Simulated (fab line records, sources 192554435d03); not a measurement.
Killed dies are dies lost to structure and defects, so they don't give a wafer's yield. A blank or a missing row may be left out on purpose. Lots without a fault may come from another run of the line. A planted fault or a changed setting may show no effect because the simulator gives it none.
fab line records | flow n5_finfet
record lots=6 wafers=17 last_day=18
route steps=1938 shown BEOL_M6@1228
lots that met no fault: from a run of the same line without faults
start_h: hours from the record's first day to the start of the lot's first wafer shown | wait_h: hours since the lot's step before | " the same as in the row above | L1.1+2: a row that stands for several wafers | - no value, or no start given | * or withheld: withheld | < > ~ a bound
route shown NAME@n: a module of which the file shows steps, and the number in the route of the first | usual: mean/standard deviation of fault-free wafers | same: alike in all rows | chamber/n: place in a boat | sites: the reading at each site | _std_site: their standard deviation | _edge_site: outer sites' mean less inner sites' | radius_mm: how far each site lies from the wafer's centre | mask NAME#n: copy n | behind: the tool/chamber that last shaped the wafer | hold: why the lot was held/for how many hours/how that ended | device: the transistor (n, p or np) that didn't switch | end of line: the same wafers' tests at the end of the route | a step without rows: its recipe alone | killed: dies lost to structure and defects at the first sort, not the wafer's yield | map: a wafer's dies, x killed, . not, _ none there
set.NAME: the setting as run; set.NAME@STEP: as run at that earlier step | model.NAME: the simulator's own value behind a step, which no gauge read
lots at some steps of the route; a table a step, a row a wafer
services: from which hour (start_h, from the record's first day; less than 0 if before it) a tool's chamber was out of use, for how many hours, and why
## steps
# step N5_BEOL_M6_OVL_MEAS_29
# recipe points_per_wafer=522
# usual V5_OVL=-0.3/0.69
# columns lot.wafer tool chamber start_h wait_h V5_OVL[nm]
L755.1 overlay-02 0 202.00 0.0 -0.4
L755.4 " 0 " " -0.1
L755.6 " 0 " " 0.0
L759.1 overlay-01 0 251.76 0.0 -1.0
L759.5 " 0 " " -1.6
L759.6 " 0 " " -1.0
L772.1 overlay-02 0 299.81 0.0 -0.9
L772.2 " 0 " " -1.2
L773.1 overlay-02 0 303.17 0.0 -0.4
L773.3 " 0 " " 0.2
L773.6 " 0 " " 0.5
L775.2 overlay-01 0 330.76 0.0 -1.4
L775.3 " 0 " " 0.0
L775.6 " 0 " " -0.5
L777.1 overlay-02 0 333.62 0.0 -0.4
L777.2 " 0 " " -0.3
L777.3 " 0 " " 0.1
# step N5_BEOL_M6_INSPECT_30
# recipe mode=adi inspect_instrument=brightfield
# usual raw_defect_count=372/94
# columns lot.wafer tool chamber start_h wait_h raw_defect_count
L755.1 defect_inspect-01 - 202.06 0.1 592
L755.4 " - " " 526
L755.6 " - " " 676
L759.1 defect_inspect-02 - 251.82 0.1 336
L759.5 " - " " 344
L759.6 " - " " 263
L772.1 defect_inspect-02 - 299.87 0.1 480
L772.2 " - " " 433
L773.1 defect_inspect-02 - 303.23 0.1 338
L773.3 " - " " 228
L773.6 " - " " 284
L775.2 defect_inspect-02 - 330.81 0.0 318
L775.3 " - " " 437
L775.6 " - " " 375
L777.1 defect_inspect-02 - 333.68 0.1 548
L777.2 " - " " 367
L777.3 " - " " 471
# step N5_BEOL_M6_DESCUM_33
# recipe chemistry=O2 time_s=7 source_power_w=50 bias_power_w=20 pressure_mtorr=20 rf_frequency_hz=2.712e+07 temp_c=40 resist=CAR-EUV o2_flow_sccm=225
# usual drypump_motor_current_A=6.0/0.52 oes_product_au=0.79/0.093 rf_vpp_V=243.7/1.3 showerhead_plenum_p_Torr=2.13/0.078 throttle_valve_pct=20.32/0.25
# columns lot.wafer tool chamber start_h wait_h drypump_motor_current_A oes_product_au rf_hours_counter_h rf_vpp_V showerhead_plenum_p_Torr throttle_valve_pct
L755.1 rie_diel-01 3 202.11 0.1 5.1 0.84 60 242.4 2.02 19.96
L755.4 " 0 " " 6.8 0.73 176 241.5 2.08 20.53
L755.6 " 0 " " 6.8 0.72 - 242.9 2.08 20.53
L759.1 rie_diel-02 2 251.85 0.0 5.7 0.79 110 243.5 2.10 20.38
L759.5 " 3 " " 6.0 0.89 - 246.2 2.23 20.61
L759.6 " 2 " " 5.7 0.78 - 242.2 2.10 20.39
L772.1 rie_diel-02 2 300.28 0.4 5.6 0.78 127 243.7 2.09 20.41
L772.2 " 1 " " 6.5 0.86 62 245.8 2.20 20.02
L773.1 rie_diel-02 1 303.75 0.5 6.5 0.84 63 243.7 2.20 20.01
L773.3 " 3 " " 5.9 0.86 74 244.9 2.23 20.63
L773.6 " 0 " " 6.3 0.67 - 245.3 2.14 20.14
L775.2 rie_diel-01 3 330.93 0.1 5.1 0.79 105 241.9 2.00 20.06
L775.3 " 2 " " 4.9 0.67 243 242.5 1.98 20.54
L775.6 " 3 " " 5.1 0.78 - 242.4 2.00 20.05
L777.1 rie_diel-01 0 333.72 0.0 6.8 0.69 224 240.7 2.06 20.59
L777.2 " 1 " " 6.1 0.77 150 244.9 2.19 20.57
L777.3 " 2 " " 4.9 0.68 244 241.9 1.98 20.55
# step N5_BEOL_M6_ETCH_72
# recipe chemistry=N2/H2 target=underlayer target_depth_a=65 mask_material=CAR-EUV time_s=5.2 ion_energy_ev=200 pressure_mtorr=30 source_w=840 bias_w=150 n2_flow_sccm=200 h2_flow_sccm=200 ends=cleared
# usual drypump_motor_current_A=6.0/0.52 etch_rf_on_time_s=5.18/0.12 oes_product_au=0.67/0.08 rf_vpp_V=525.4/2.8 showerhead_plenum_p_Torr=2.60/0.087 throttle_valve_pct=17.77/0.22
# columns lot.wafer tool chamber start_h wait_h drypump_motor_current_A etch_rf_on_time_s oes_product_au rf_hours_counter_h rf_vpp_V showerhead_plenum_p_Torr throttle_valve_pct
L755.1 rie_diel-01 3 202.15 0.0 5.1 5.15 0.72 60 523.4 2.48 17.52
L755.4 " 0 " " 6.8 5.41 0.62 176 522.8 2.52 17.82
L755.6 " 0 " " 6.8 5.38 0.61 - 522.5 2.52 17.80
L759.1 rie_diel-02 2 251.89 0.0 5.7 5.05 0.69 110 523.7 2.57 18.08
L759.5 " 3 " " 6.0 5.07 0.75 - 527.9 2.68 17.77
L759.6 " 2 " " 5.7 5.05 0.68 - 522.8 2.57 18.08
L772.1 rie_diel-02 2 300.31 0.0 5.7 5.04 0.66 127 524.3 2.56 18.08
L772.2 " 1 " " 6.5 5.20 0.72 62 527.1 2.69 17.54
L773.1 rie_diel-02 1 303.78 0.0 6.5 5.23 0.72 63 529.0 2.69 17.55
L773.3 " 3 " " 6.0 5.12 0.73 74 525.3 2.67 17.79
L773.6 " 0 " " 6.3 5.18 0.59 - 525.9 2.60 17.61
L775.2 rie_diel-01 3 330.97 0.0 5.1 5.15 0.66 105 521.5 2.46 17.61
L775.3 " 2 " " 4.9 5.34 0.57 243 520.4 2.41 18.02
L775.6 " 3 " " 5.1 5.14 0.67 - 523.5 2.46 17.62
L777.1 rie_diel-01 0 333.76 0.0 6.8 5.41 0.59 224 522.7 2.50 17.92
L777.2 " 1 " " 6.1 5.04 0.66 150 527.7 2.66 18.01
L777.3 " 2 " " 4.9 5.43 0.56 244 519.3 2.41 18.04
# step N5_BEOL_M6_ETCH_65
# recipe chemistry=CF4 target=SiARC target_depth_a=156 mask_material=CAR-EUV time_s=26 ion_energy_ev=80 pressure_mtorr=40 source_w=545 bias_w=36 Ar_flow_sccm=100 cf4_flow_sccm=100 ends=cleared
# usual drypump_motor_current_A=6.0/0.52 etch_rf_on_time_s=25.9/0.59 oes_product_au=0.68/0.079 rf_vpp_V=184.6/1.1 showerhead_plenum_p_Torr=2.19/0.074 throttle_valve_pct=15.54/0.18
# columns lot.wafer tool chamber start_h wait_h drypump_motor_current_A etch_rf_on_time_s oes_product_au rf_hours_counter_h rf_vpp_V showerhead_plenum_p_Torr throttle_valve_pct
L755.1 rie_diel-01 3 202.17 0.0 5.1 25.7 0.73 60 184.0 2.10 15.37
L755.4 " 0 " " 6.8 27.3 0.61 176 182.5 2.14 15.77
L755.6 " 0 " " 6.8 27.4 0.61 - 182.6 2.14 15.76
L759.1 rie_diel-02 2 251.90 0.0 5.7 25.9 0.66 110 184.3 2.14 15.53
L759.5 " 3 " " 6.0 25.6 0.75 - 184.7 2.28 15.70
L759.6 " 2 " " 5.6 25.7 0.68 - 183.9 2.14 15.55
L772.1 rie_diel-02 2 300.33 0.0 5.6 25.4 0.67 127 184.2 2.14 15.58
L772.2 " 1 " " 6.5 26.2 0.72 62 185.5 2.26 15.33
L773.1 rie_diel-02 1 303.80 0.0 6.5 26.0 0.73 63 186.4 2.26 15.34
L773.3 " 3 " " 5.9 25.5 0.73 74 184.0 2.27 15.72
L773.6 " 0 " " 6.2 26.1 0.58 - 184.6 2.20 15.51
L775.2 rie_diel-01 3 330.98 0.0 5.1 25.6 0.68 105 182.4 2.09 15.49
L775.3 " 2 " " 4.9 26.6 0.58 243 182.2 2.03 15.71
L775.6 " 3 " " 5.1 25.6 0.68 - 183.3 2.09 15.47
L777.1 rie_diel-01 0 333.77 0.0 6.8 27.3 0.59 224 183.1 2.13 15.85
L777.2 " 1 " " 6.1 25.2 0.66 150 186.0 2.23 15.66
L777.3 " 2 " " 4.9 26.4 0.58 244 183.9 2.03 15.72
# step N5_BEOL_M6_ETCH_66
# recipe chemistry=N2/H2 target=SOC target_depth_a=800 overetch_a=160 mask_material=SiARC temp_c=40 time_s=120 ion_energy_ev=200 pressure_mtorr=30 source_w=840 bias_w=150 n2_flow_sccm=200 h2_flow_sccm=200
# usual drypump_motor_current_A=6.0/0.52 oes_product_au=0.60/0.067 rf_vpp_V=525.4/2.6 showerhead_plenum_p_Torr=2.60/0.087 throttle_valve_pct=17.73/0.21
# columns lot.wafer tool chamber start_h wait_h drypump_motor_current_A oes_product_au rf_hours_counter_h rf_vpp_V showerhead_plenum_p_Torr throttle_valve_pct
L755.1 rie_diel-01 3 202.19 0.0 5.1 0.64 60 521.5 2.48 17.48
L755.4 " 0 " " 6.8 0.57 176 523.1 2.52 17.79
L755.6 " 0 " " 6.8 0.57 - 524.3 2.52 17.79
L759.1 rie_diel-02 2 251.93 0.0 5.7 0.61 110 526.2 2.57 18.02
L759.5 " 3 " " 6.0 0.68 - 527.8 2.68 17.72
L759.6 " 2 " " 5.7 0.60 - 524.5 2.57 18.03
L772.1 rie_diel-02 2 300.36 0.0 5.6 0.59 127 523.1 2.56 18.06
L772.2 " 1 " " 6.5 0.66 62 528.0 2.69 17.49
L773.1 rie_diel-02 1 303.83 0.0 6.5 0.65 63 527.7 2.69 17.52
L773.3 " 3 " " 6.0 0.65 74 527.9 2.67 17.77
L773.6 " 0 " " 6.3 0.52 - 523.4 2.60 17.59
L775.2 rie_diel-01 3 331.01 0.0 5.1 0.59 105 520.5 2.46 17.55
L775.3 " 2 " " 4.9 0.52 243 518.8 2.41 17.99
L775.6 " 3 " " 5.1 0.59 - 521.8 2.46 17.57
L777.1 rie_diel-01 0 333.80 0.0 6.8 0.54 224 522.8 2.50 17.86
L777.2 " 1 " " 6.2 0.59 150 526.9 2.66 17.99
L777.3 " 2 " " 4.9 0.52 244 520.2 2.41 18.01
# step N5_BEOL_M6_STRIP_69
# recipe chemistry=N2/H2 temp_c=40 n2_flow_sccm=200 h2_flow_sccm=200 rf_frequency_hz=6e+07
# step N5_BEOL_M6_STRIP_73
# recipe chemistry=N2/H2 temp_c=40 n2_flow_sccm=200 h2_flow_sccm=200 rf_frequency_hz=6e+07
# step N5_BEOL_M6_VIA_ETCH_34
# recipe chemistry=C4F6/O2 target=SiCOH_lowk target_depth_a=1263 mask_material=SOC taper_deg=4 time_s=50.9 ion_energy_ev=250 pressure_mtorr=30 source_w=345 bias_w=185 Ar_flow_sccm=300 C4F6_flow_sccm=10 O2_flow_sccm=10
# step N5_BEOL_M6_STRIP_76
# recipe chemistry=C4F6/O2 resist=SiARC rf_frequency_hz=6e+07
# step N5_BEOL_M6_STRIP_36
# recipe chemistry=N2/H2 power_w=450 temp_c=40 pressure_mtorr=20 rf_frequency_hz=6e+07 overash_fraction=0.3 bias_power_w=7 h2_frac=0.5 n2_flow_sccm=200 h2_flow_sccm=200
# step N5_BEOL_M6_TRENCH_ETCH_37
# recipe chemistry=C4F6/O2 target_depth_a=944.35 target=SiCOH_lowk time_s=31.5 ion_energy_ev=250 pressure_mtorr=30 source_w=345 bias_w=185 Ar_flow_sccm=300 C4F6_flow_sccm=10 O2_flow_sccm=10
# step N5_BEOL_M6_ETCH_41
# recipe chemistry=CH3F/O2 target=SiCN target_depth_a=297 taper_deg=2 time_s=52 ion_energy_ev=120 mask_material=TiN pressure_mtorr=30 source_w=395 bias_w=75 Ar_flow_sccm=150 CH3F_flow_sccm=30 O2_flow_sccm=20
# usual drypump_motor_current_A=6.0/0.52 oes_product_au=0.79/0.093 rf_vpp_V=298.1/1.6 showerhead_plenum_p_Torr=2.04/0.071 throttle_valve_pct=16.24/0.2
# columns lot.wafer tool chamber start_h wait_h drypump_motor_current_A oes_product_au rf_hours_counter_h rf_vpp_V showerhead_plenum_p_Torr throttle_valve_pct model.etch.depth_nm
L755.1 rie_diel-01 3 202.42 - 5.1 0.84 60 296.5 1.96 16.10 19.83
L755.4 " 0 " " 6.8 0.72 176 297.7 2.01 16.50 18.94
L755.6 " 0 " " 6.8 0.72 - 297.2 2.01 16.51 19.03
L759.1 rie_diel-02 2 252.16 - 5.7 0.78 110 297.1 2.00 16.25 19.81
L759.5 " 3 " " 6.0 0.89 - 297.3 2.13 16.39 20.25
L759.6 " 2 " " 5.7 0.78 - 297.0 2.00 16.27 19.9
L772.1 rie_diel-02 2 300.58 - 5.6 0.68 127 297.4 1.99 16.28 15.96
L772.2 " 1 " " 6.5 0.86 62 299.7 2.11 15.98 19.66
L773.1 rie_diel-02 1 304.05 - 6.5 0.74 63 300.7 2.11 15.99 15.5
L773.3 " 3 " " 6.0 0.85 74 300.1 2.12 16.43 19.9
L773.6 " 0 " " 6.2 0.69 - 297.2 2.05 16.13 19.53
L775.2 rie_diel-01 3 331.23 - 5.1 0.79 105 294.2 1.95 16.20 19.99
L775.3 " 2 " " 4.9 0.68 243 296.4 1.89 16.42 19.41
L775.6 " 3 " " 5.1 0.79 - 296.0 1.95 16.19 20
L777.1 rie_diel-01 0 334.03 - 6.8 0.68 224 297.4 1.99 16.59 18.99
L777.2 " 1 " " 6.2 0.77 150 299.7 2.09 16.36 20.07
L777.3 " 2 " " 4.9 0.67 244 293.7 1.89 16.42 19.38
# step N5_BEOL_M6_STRIP_80
# recipe chemistry=N2/H2 time_s=10 power_w=450 temp_c=40 pressure_mtorr=20 rf_frequency_hz=6e+07 bias_power_w=7 n2_flow_sccm=200 h2_flow_sccm=200
# usual drypump_motor_current_A=6.0/0.52 oes_product_au=0.79/0.093 rf_vpp_V=59.4/0.93 showerhead_plenum_p_Torr=2.59/0.087 throttle_valve_pct=23.6/0.31
# columns lot.wafer tool chamber start_h wait_h drypump_motor_current_A oes_product_au rf_hours_counter_h rf_vpp_V showerhead_plenum_p_Torr throttle_valve_pct
L755.1 rie_diel-01 3 - - 5.1 0.83 60 59.4 2.48 23.2
L755.4 " 0 " " 6.8 0.72 176 58.6 2.52 23.5
L755.6 " 0 " " 6.9 0.72 - 61.1 2.52 23.5
L759.1 rie_diel-02 2 - - 5.7 0.78 110 59.9 2.57 24.1
L759.5 " 3 " " 6.0 0.89 - 59.3 2.68 23.5
L759.6 " 2 " " 5.6 0.78 - 60.8 2.57 24.1
L772.1 rie_diel-02 2 - - 5.7 0.78 127 58.8 2.56 24.1
L772.2 " 1 " " 6.5 0.86 62 59.0 2.69 23.3
L773.1 rie_diel-02 1 - - 6.5 0.86 63 59.4 2.69 23.3
L773.3 " 3 " " 6.0 0.87 74 59.2 2.67 23.5
L773.6 " 0 " " 6.3 0.68 - 59.1 2.60 23.3
L775.2 rie_diel-01 3 - - 5.1 0.78 105 57.8 2.46 23.2
L775.3 " 2 " " 4.9 0.67 243 59.7 2.40 23.9
L775.6 " 3 " " 5.1 0.78 - 58.9 2.46 23.3
L777.1 rie_diel-01 0 - - 6.8 0.69 224 58.4 2.50 23.6
L777.2 " 1 " " 6.1 0.76 150 59.4 2.65 24.0
L777.3 " 2 " " 4.9 0.67 244 59.3 2.40 23.9
## services
# columns tool chamber start_h hours kind
rie_diel-01 1 200.33 1.6 repair
rie_diel-01 2 252.54 8.2 repair
rie_diel-02 2 306.72 4.8 repair
rie_diel-02 0 313.32 - clean
rie_diel-02 0 313.32 - consumable_replace:focus_ring
rie_diel-02 0 313.32 30.2 scheduled_down
rie_diel-02 0 313.32 30.2 vent_cycle
rie_diel-02 3 317.48 4.5 repair
rie_diel-02 3 329.20 11.3 repair
rie_diel-02 2 332.84 7.0 repair
## key
first_sign none at tools or gauges
model_effect step=N5_BEOL_M6_ETCH_41 value=etch.depth_nm without=19.83 struck=15.73
met_at N5_BEOL_M6_ETCH_41
struck_wafers L772.1,L773.1
onset_between 252.16 300.58
fault kind=process_parameter_drift tool=rie_diel-02 chamber=- onset_h=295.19 steps=N5_BEOL_M6_ETCH_41 channel=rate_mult offset=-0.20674 shape=step end_h=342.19 scope=struck_wafers_only
